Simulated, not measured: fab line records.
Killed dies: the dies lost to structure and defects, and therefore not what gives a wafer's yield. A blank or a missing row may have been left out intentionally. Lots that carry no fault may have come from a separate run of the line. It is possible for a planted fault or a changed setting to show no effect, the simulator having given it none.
Which tool was responsible?    flow n5Finfet    Sampling: 24 lots, 72 wafers, 3 of 1938 route steps

== WHAT EACH GAUGE READ, for each wafer ==
N5_SDB_INSPECT_36: inspects for defects (darkfield). Usual: rawDefectCount 36, standard deviation 14.
lot   measured      on                rawDefectCount  flag
L074  day 3 21:19   defectInspect-01  31 20 31        
L075  day 4 04:08   defectInspect-01  27 25 20        
L076  day 4 10:25   defectInspect-02  34 23 37        
L077  day 4 17:26   defectInspect-02  88 82 46        
L078  day 4 20:41   defectInspect-02  51 29 62        
L079  day 5 04:38   defectInspect-01  58 42 46        
L080  day 5 09:46   defectInspect-01  55 27 37        
L081  day 5 17:29   defectInspect-02  22 27 36        
L082  day 6 00:28   defectInspect-01  61 43 34        
L083  day 6 02:16   defectInspect-02  36 38 77        
L084  day 6 13:21   defectInspect-02  46 32 34        
L085  day 6 16:35   defectInspect-02  36 31 35        
L087  day 8 02:20   defectInspect-02  43 47 31        
L086  day 8 05:14   defectInspect-02  38 38 39        
L088  day 8 05:28   defectInspect-01  37 28 17        
L089  day 8 08:01   defectInspect-02  37 30 24        
L090  day 8 08:16   defectInspect-01  24 15 26        
L093  day 9 10:59   defectInspect-02  41 35 44        
L091  day 9 15:42   defectInspect-02  24 26 29        
L094  day 9 17:37   defectInspect-02  26 38 19        
L095  day 9 19:25   defectInspect-02  31 37 33        
L092  day 9 19:58   defectInspect-01  33 26 29        
L096  day 9 22:26   defectInspect-02  64 37 31        
L097  day 10 04:44  defectInspect-02  34 31 53        

== WHAT TOOL EACH LOT RAN ON (gives the tool, then ch and the chambers of the sampled wafers, and finally the start) ==
lot   N5_ILD0_CMP_12                N5_SDB_CUT_ETCH_26
L074  cmp-02 ch 0,2,3, day 3 16:29  rieSi-05 ch 1,2,3, day 3 18:05
L075  cmp-02 ch 2,3, day 3 23:22    rieSi-04 ch 1,2,3, day 4 00:54
L076  cmp-04 ch 0,1,2, day 4 05:52  rieSi-04 ch 2,3, day 4 07:11
L077  cmp-04 ch 0,1,3, day 4 11:54  rieSi-04 ch 1,2,3, day 4 14:13
L078  cmp-03 ch 0,3, day 4 15:15    rieSi-05 ch 2,3, day 4 16:46
L079  cmp-04 ch 0,2,3, day 4 23:46  rieSi-04 ch 0,2, day 5 01:18
L080  cmp-04 ch 0,1, day 5 04:54    rieSi-01 ch 1,2, day 5 06:32
L081  cmp-02 ch 0,2, day 5 12:34    rieSi-01 ch 2,3, day 5 14:15
L082  cmp-04 ch 0,2,3, day 5 18:47  rieSi-05 ch 0,3, day 5 20:23
L083  cmp-02 ch 1,2, day 5 21:16    rieSi-05 ch 0,1, day 5 23:01
L084  cmp-03 ch 2,3, day 6 08:13    rieSi-04 ch 0,1, day 6 10:07
L085  cmp-03 ch 2,3, day 6 11:10    rieSi-05 ch 0,3, day 6 13:21
L087  cmp-03 ch 0,2,3, day 7 20:56  rieSi-01 ch 1,2,3, day 7 23:04
L086  cmp-02 ch 0,1,2, day 7 21:13  rieSi-05 ch 2,3, day 7 23:07
L088  cmp-04 ch 0,1,2, day 8 00:02  rieSi-01 ch 0,2, day 8 01:22
L089  cmp-03 ch 0,2,3, day 8 00:40  rieSi-01 ch 0,1,3, day 8 02:13
L090  cmp-02 ch 0,1,2, day 8 02:23  rieSi-04 ch 0,1, day 8 04:02
L093  cmp-03 ch 2,3, day 9 06:17    rieSi-04 ch 1,2,3, day 9 07:45
L091  cmp-03 ch 0,3, day 9 08:48    rieSi-04 ch 2,3, day 9 10:11
L094  cmp-04 ch 1,2,3, day 9 11:50  rieSi-04 ch 0,1,3, day 9 13:11
L095  cmp-04 ch 1,2,3, day 9 13:16  rieSi-01 ch 0,1,2, day 9 14:50
L092  cmp-02 ch 0,3, day 9 14:07    rieSi-04 ch 0,1, day 9 15:49
L096  cmp-04 ch 0,1, day 9 17:40    rieSi-04 ch 1,3, day 9 19:12
L097  cmp-02 ch 1,2,3, day 9 23:10  rieSi-01 ch 1,2,3, day 10 01:29
- N5_ILD0_CMP_12: polishes SiNx, stops on poly-Si, t overpolish 6 s, target thk 17.67 nm.
- N5_SDB_CUT_ETCH_26: etches Si in HBr/Cl2/O2, target depth 129.6 nm, bt time 20 s, time 51.8 s.

== WHAT THE TOOLS THEMSELVES READ (means of the sampled wafers that have a number; where no wafer has one, the mark that the record gives instead) ==
N5_ILD0_CMP_12. Usual: edgeZonePressureFrac 1.000, standard deviation 0.005; motorCurrentA 9.2 A, standard deviation 0.86; overpolishRunS 6.001 s, standard deviation 0.0098; padLifeWafers 1007, standard deviation 530; slurryFlowMlMin 150.0, standard deviation 0.46; timeToEndpointS 29.1 s, standard deviation 2.1.
lot   tool    edgeZonePressureFrac  motorCurrentA (A)  overpolishRunS (s)  padLifeWafers  slurryFlowMlMin  timeToEndpointS (s)  flag
L074  cmp-02  1.000                 9.1                6.010               290            149.7            28.7                 
L075  cmp-02  1.000                 9.0                5.999               362            150.1            30.7                 
L076  cmp-04  1.004                 9.8                6.016               1694           149.8            27.3                 
L077  cmp-04  0.993                 9.3                6.005               1742           149.6            28.4                 
L078  cmp-03  1.004                 8.9                6.003               306            150.1            30.5                 
L079  cmp-04  0.997                 9.4                6.011               1831           149.8            27.5                 
L080  cmp-04  1.001                 9.7                5.996               1872           150.1            26.8                 
L081  cmp-02  1.001                 9.4                6.000               674            149.2            28.7                 
L082  cmp-04  0.999                 9.7                5.997               1988           149.9            30.4                 
L083  cmp-02  0.999                 8.8                5.999               733            150.2            30.4                 
L084  cmp-03  1.006                 8.5                5.998               648            149.9            29.7                 
L085  cmp-03  0.998                 8.5                6.003               678            150.1            29.2                 
L087  cmp-03  0.994                 8.8                6.008               836            150.3            26.8                 
L086  cmp-02  0.997                 9.1                6.002               1124           150.4            30.7                 
L088  cmp-04  1.002                 9.8                5.998               332            150.3            29.8                 
L089  cmp-03  1.001                 8.8                6.000               860            149.8            30.2                 
L090  cmp-02  1.004                 9.0                5.992               1160           149.6            29.3                 
L093  cmp-03  1.003                 8.5                5.990               1075           150.1            30.1                 
L091  cmp-03  0.997                 8.7                6.002               1094           149.6            31.6                 
L094  cmp-04  0.998                 10.0               6.010               596            149.4            27.7                 
L095  cmp-04  1.003                 10.0               5.999               613            150.4            27.4                 
L092  cmp-02  1.003                 9.5                5.994               1453           150.6            28.6                 
L096  cmp-04  0.998                 9.0                6.001               662            149.9            27.4                 
L097  cmp-02  1.006                 8.5                5.995               1537           150.3            30.2                 

N5_SDB_CUT_ETCH_26. Usual: drypumpMotorCurrentA 5.9 A, standard deviation 0.34; mfcCl2Sccm 80.00 sccm, standard deviation 0.26; oesProductAu 0.998 a.u., standard deviation 0.015; throttleValvePct 37.24 %, standard deviation 0.29.
lot   tool      drypumpMotorCurrentA (A)  mfcCl2Sccm (sccm)  oesProductAu (a.u.)  throttleValvePct (%)  flag
L074  rieSi-05  6.2                       80.25              1.014                36.98                 
L075  rieSi-04  5.8                       79.81              0.995                37.15                 
L076  rieSi-04  5.7                       79.91              1.010                37.04                 
L077  rieSi-04  5.8                       79.64              0.998                37.15                 
L078  rieSi-05  6.5                       80.09              1.010                37.04                 
L079  rieSi-04  5.7                       80.30              1.007                37.16                 
L080  rieSi-01  5.8                       79.94              0.987                37.15                 
L081  rieSi-01  6.0                       79.75              0.981                37.29                 
L082  rieSi-05  6.5                       80.26              1.002                37.41                 
L083  rieSi-05  6.0                       80.02              1.015                37.30                 
L084  rieSi-04  5.7                       79.84              0.981                37.39                 
L085  rieSi-05  6.6                       80.26              0.998                37.74                 
L087  rieSi-01  5.9                       79.95              0.987                37.34                 
L086  rieSi-05  6.5                       79.98              1.007                37.24                 
L088  rieSi-01  5.7                       80.23              0.988                36.99                 
L089  rieSi-01  5.8                       80.10              0.993                37.41                 
L090  rieSi-04  5.8                       80.15              0.992                37.38                 
L093  rieSi-04  5.8                       80.04              1.000                37.15                 
L091  rieSi-04  5.7                       79.95              1.006                37.04                 
L094  rieSi-04  5.9                       79.97              0.991                37.26                 
L095  rieSi-01  5.7                       80.07              0.996                37.23                 
L092  rieSi-04  5.8                       79.98              0.989                37.40                 
L096  rieSi-04  5.9                       79.76              0.991                37.27                 
L097  rieSi-01  5.9                       80.06              0.988                37.33                 

== THE ANSWER, worked out from the rows above alone ==
Rule: a lot is off if the mean of its wafers that have a number lies more than 3 standard deviations from the usual mean. Also off: a lot with no number at a reading for which 4 or more lots have one. Any other lot the step has rows for is counted as sound. Order of review: gauges by route order, followed by the tools' own readings, for which a lot's mean as printed above is used. At the first step where some lot is off, the reading lying furthest off is the one used; lots without a number count as furthest.
Nothing can be told from this: no lot is off at any reading shown.

== WHAT THE SIMULATOR PUT IN ==
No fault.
